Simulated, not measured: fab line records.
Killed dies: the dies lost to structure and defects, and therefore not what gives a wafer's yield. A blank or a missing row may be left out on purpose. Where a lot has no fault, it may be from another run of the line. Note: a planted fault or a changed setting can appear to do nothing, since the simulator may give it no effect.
Split-lot study | flow n5_finfet | 21 wafers read from 7 lots, route of 1938 steps

ON THE SPLIT
At N5_HKMG_FIN_EXPOSE_46 (exposes mask NDIPOLE), the setting dose_mj was moved away from the recipe's 40 on 9 of the 21 wafers read, by -4.2% to +7.3%. The other wafers ran this setting at the recipe's value.

FROM THE SPLIT TO THE READING: what the file shows between them, 2 steps
- N5_HKMG_FIN_PEB_47: peb time 60 s
- N5_HKMG_FIN_DEVELOP_48: develop time 30 s

THE READING
Shown in nm: cd_nm at N5_HKMG_FIN_CD_MEAS_49, with target cd 202 nm. On this fab line, fault-free wafers typically give 201.8 nm with a standard deviation of 0.57 nm.

wafer  | tool, chamber at the split | dose_mj as run | against the recipe | cd_nm, nm | against lot-mates on the recipe
L076.1 | arfi_scanner-02, 0         | 40             | recipe             | 202.1     | -
L076.2 | arfi_scanner-02, 0         | 40             | recipe             | 201.0     | -
L076.4 | arfi_scanner-02, 0         | 39.1           | -2.2%              | 200.8     | -0.8
L079.2 | arfi_scanner-02, 0         | 41.97          | +4.9%              | 205.5     | +4.6
L079.5 | arfi_scanner-02, 0         | 40             | recipe             | 200.9     | -
L079.6 | arfi_scanner-02, 0         | 41.97          | +4.9%              | 204.1     | +3.2
L080.1 | arfi_scanner-01, 0         | 40             | recipe             | 202.6     | -
L080.4 | arfi_scanner-01, 0         | 40             | recipe             | 201.9     | -
L080.6 | arfi_scanner-01, 0         | 41.24          | +3.1%              | 203.5     | +1.2
L092.4 | arfi_scanner-03, 0         | 40             | recipe             | 201.4     | -
L092.5 | arfi_scanner-03, 0         | 38.31          | -4.2%              | 199.1     | -2.3
L092.6 | arfi_scanner-03, 0         | 38.31          | -4.2%              | 199.3     | -2.1
L093.2 | arfi_scanner-02, 0         | 40             | recipe             | 202.0     | -
L093.3 | arfi_scanner-02, 0         | 42.91          | +7.3%              | 205.9     | +3.8
L093.4 | arfi_scanner-02, 0         | 40             | recipe             | 202.2     | -
L094.4 | arfi_scanner-02, 0         | 40             | recipe             | 202.0     | -
L094.5 | arfi_scanner-02, 0         | 40             | recipe             | 201.3     | -
L094.6 | arfi_scanner-02, 0         | 40             | recipe             | 201.9     | -
L096.1 | arfi_scanner-02, 0         | 42.45          | +6.1%              | 205.3     | +3.3
L096.2 | arfi_scanner-02, 0         | 40             | recipe             | 202.0     | -
L096.4 | arfi_scanner-02, 0         | 42.45          | +6.1%              | 205.3     | +3.3

THE FIT
A straight line over all 21 wafers: cd_nm changes by +0.583 nm for each +1% of dose_mj; r = +0.97; the points scatter about the line by 0.46 nm.
The same after taking each lot's own level away (the mean of its wafers on the recipe; 21 wafers): +0.567 nm for each +1%; r = +0.96; scatter 0.52 nm.
Per that fit: largest dose_mj move, reading shift of 4.1 nm.
The lots' own levels span 200.90 to 202.25 nm, that is 2.4 times the standard deviation above.
Hence the lot-to-lot level has little effect on the slope; both slopes agree.
Check: +4.35 nm against its lot-mates is what the line predicts for one of the wafers moved furthest among these (+7.3%) when that wafer is left out of the fit. It came out at +3.8 nm against them.

OTHER SPLITS ON THESE WAFERS
Note: prior to the reading, these wafers also went through further splits. Each is held against what the fit with the lots' levels taken away leaves over:
other split on the same wafers       | wafers away from the commonest value | r with cd_nm (lot level and that fit taken away)
N5_SD_EPI_N_EPI_21 epi_growth_time_s | 7                                    | -0.21
N5_SDB_ETCH_17 bias_w                | 6                                    | -0.07
N5_SDB_STRIP_22 power_w              | 8                                    | +0.22

THE WHOLE CHAIN: every reading that the file lists as answering this split, in the file's order
step                   | what it does                                           | reading                                                                | change (the file's fit)               | r (the file's)
N5_HKMG_FIN_CD_MEAS_49 | target cd 202 nm                                       | cd_nm                                                                  | +0.555 nm for each +1% of the setting | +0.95
N5_HKMG_FIN_ETCH_54    | etches SiARC in CF4, target depth 45.5 nm, time 75.8 s | HKMG_FIN.cd_offset_nm (the simulator's own value, which no gauge read) | +0.554 nm for each +1% of the setting | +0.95
N5_HKMG_FIN_ETCH_55    | etches SOC in N2/H2, target depth 240 nm, time 300 s   | HKMG_FIN.cd_offset_nm (the simulator's own value, which no gauge read) | +0.585 nm for each +1% of the setting | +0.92

FILE'S OWN FIT
cd_nm changes by +0.555 nm for each +1% of dose_mj, r = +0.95.
